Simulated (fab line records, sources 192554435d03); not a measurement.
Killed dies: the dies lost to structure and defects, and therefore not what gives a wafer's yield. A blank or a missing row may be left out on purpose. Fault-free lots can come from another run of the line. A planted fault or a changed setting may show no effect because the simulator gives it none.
A lot that was struck, set against a sound lot + flow n5Finfet + 27 out of 1938 route steps
Sound: these wafers, L174.3, L174.4, L174.5. Struck: wafers L182.1, L182.2, L182.6. The cause comes at the end.
Per side, at each step with rows, come the tool, then ch with its chambers, and then its first start. Under that, the readings that differ: sound wafers + struck wafers + difference of the means + sigmas: that difference in standard deviations of wafers without a fault.
alike: readings whose means differ by less than 2 such deviations, and words and numbers that are the same on both sides. not compared: withheld readings, readings that some wafer has no value for, bounds like >300 that may hide the same value, and numbers for which the record gives no deviation and whose values overlap.
Wherever a step has rows on one side only, a row that says differs or no value, or a row with sigmas, the two part there. When numbers do not overlap yet have no deviation, they are printed without sigmas and do not part them. A reading that every wafer of one side lacks parts them only if that side has two wafers or more.

N5_BEOL_M11_SPUTTER_48: material Cu, target thk 12 nm, time 2 s.
  struck on pvdSputter-03, day 14 09:16; sound on pvdSputter-02, day 12 00:35
  alike: throttleValvePct
then, 3 steps without rows for these wafers: N5_BEOL_M11_ECD_50 (material Cu, target thk 318 nm); N5_BEOL_M11_ANNEAL_51 (time 90 s); N5_BEOL_M11_CMP_52 (polishes, stops on SiCOH lowk, t overpolish 7 s, target thk 140 nm).
N5_BEOL_M11_THK_MEAS_53: measures by xrf.
  struck on filmMetro-02, day 14 10:15; sound on filmMetro-02, day 12 01:26
  alike: M11_THK
then, 1 step without rows for these wafers: N5_BEOL_M11_PRE_CLEAN_55 (time 15 s).
N5_BEOL_M11_DEP_56: deposits SiCN from 3MS/NH3, target thk 30 nm, time 10.5 s.
  sound on pecvd-03 ch 0,1, day 12 01:30; struck on pecvd-04 ch 0,1,2, day 14 10:19
  alike: showerheadPlenumPTorr, throttleValvePct
N5_BEOL_M11_RS_MEAS_57: a four-point-probe measurement.
  struck on filmMetro-02, day 14 10:23; sound on filmMetro-01, day 12 01:34
  alike: M11_RS
N5_BEOL_M11_INSPECT_58: inspects for defects (darkfield).
  struck on defectInspect-01, day 14 10:24; sound on defectInspect-01, day 12 01:35
  alike: rawDefectCount
N5_BEOL_M12_ILD_DEP_00: deposits SiOC from DEMS/O2, target thk 658.92 nm, time 130.7 s.
  sound on pecvd-01 ch 0,1, day 12 01:38; struck on pecvd-03 ch 1,2, day 14 10:26
  alike: heaterPowerW, showerheadPlenumPTorr, throttleValvePct
N5_BEOL_M12_THK_MEAS_01:
  struck on filmMetro-01, day 14 10:34; sound on filmMetro-02, day 12 01:46
  alike: M12_ILD_THK
then, 1 step without rows for these wafers: N5_BEOL_M12_COAT_58 (time 60 s, resist thk 89 nm).
N5_BEOL_M12_COAT_04: resist thk 400 nm.
  sound on lithoTrack-04 ch 0, day 12 01:48; struck on lithoTrack-03 ch 0, day 14 10:37
| reading                                   | sound                | struck               | difference | sigmas      |
|-------------------------------------------|----------------------|----------------------|------------|-------------|
| spinSpeedRpm (rpm)                        | 1624.8 1624.7 1624.4 | 1837.9 1835.6 1836.6 | +212.1     | +99 or more |
| model.coat_of_BEOL_M12_COAT_04.thkNm (nm) | 399.4 401.6 402      | 378.6 377 378.6      | -22.9      |             |
then, 6 steps without rows for these wafers: N5_BEOL_M12_EBR_06; N5_BEOL_M12_SOFTBAKE_05 (time 60 s); N5_BEOL_M12_EXPOSE_07 (exposes mask V11); N5_BEOL_M12_PEB_08 (peb time 90 s); N5_BEOL_M12_DEVELOP_09 (develop time 45 s); N5_BEOL_M12_HARDBAKE_14 (time 120 s).
N5_BEOL_M12_CD_MEAS_10 targets a cd of 140 nm.
  sound on cdSem-02 ch 0, day 12 02:04; struck on cdSem-02 ch 0, day 14 10:52
  alike: cdNm
N5_BEOL_M12_OVL_MEAS_11:
  sound on overlay-01 ch 0, day 12 02:05; struck on overlay-01 ch 0, day 14 10:54
  alike: V11_OVL
N5_BEOL_M12_INSPECT_12: inspects for defects (macro).
  struck on defectInspect-01, day 14 10:56; sound on defectInspect-01, day 12 02:07
  alike: rawDefectCount
N5_BEOL_M12_DESCUM_15: chemistry O2, time 7.9 s.
  sound on rieDiel-03 ch 2,3, day 12 02:15; struck on rieDiel-01 ch 0,1,2, day 14 10:58
  alike: drypumpMotorCurrentA, oesProductAu, rfVppV, showerheadPlenumPTorr, throttleValvePct
  not compared: rfHoursCounterH
then, 1 step without rows for these wafers: N5_BEOL_M12_ETCH_59 (etches BARC in N2/H2, target depth 89 nm, overetch 26.7 nm, time 67.9 s).
N5_BEOL_M12_VIA_ETCH_16: etches SiOC in C4F8/O2/Ar, target depth 724.8 nm.
  sound on rieDiel-03 ch 2,3, day 12 02:20; struck on rieDiel-01 ch 0,1,2, day 14 11:03
| reading                                   | sound             | struck          | difference | sigmas |
|-------------------------------------------|-------------------|-----------------|------------|--------|
| model.coat_of_BEOL_M12_COAT_04.thkNm (nm) | 126.6 126.4 120.6 | 102.4 98.6 97.6 | -25.0      |        |
  alike: drypumpMotorCurrentA, oesProductAu, rfVppV, showerheadPlenumPTorr, throttleValvePct
N5_BEOL_M12_STRIP_63: strips in N2/H2.
  sound on plasmaAsher-02 ch 0,1, day 12 02:33; struck on plasmaAsher-01 ch 0,1, day 14 11:15
| reading                  | sound          | struck         | difference | sigmas |
|--------------------------|----------------|----------------|------------|--------|
| stripTimeToEndpointS (s) | 43.4 43.4 41.8 | 36.9 35.8 35.6 | -6.8       | -9     |
  alike: drypumpMotorCurrentA, heaterPowerW, oesProductAu
  not compared: rfHoursCounterH
N5_BEOL_M12_STRIP_64: strips in N2/H2.
  sound on plasmaAsher-02 ch 0,1, day 12 02:37; struck on plasmaAsher-01 ch 0,1, day 14 11:19
  alike: drypumpMotorCurrentA, heaterPowerW, oesProductAu, stripTimeToEndpointS
  not compared: rfHoursCounterH

== WHERE THEY PART ==
Last at N5_BEOL_M12_STRIP_63 as far as this record goes, first at N5_BEOL_M12_COAT_04. Later steps at which nothing parts them and some readings are alike: N5_BEOL_M12_STRIP_64.

WHY: what had been put in by the simulator
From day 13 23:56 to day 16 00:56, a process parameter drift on lithoTrack-03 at N5_BEOL_M12_COAT_04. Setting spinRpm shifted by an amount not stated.
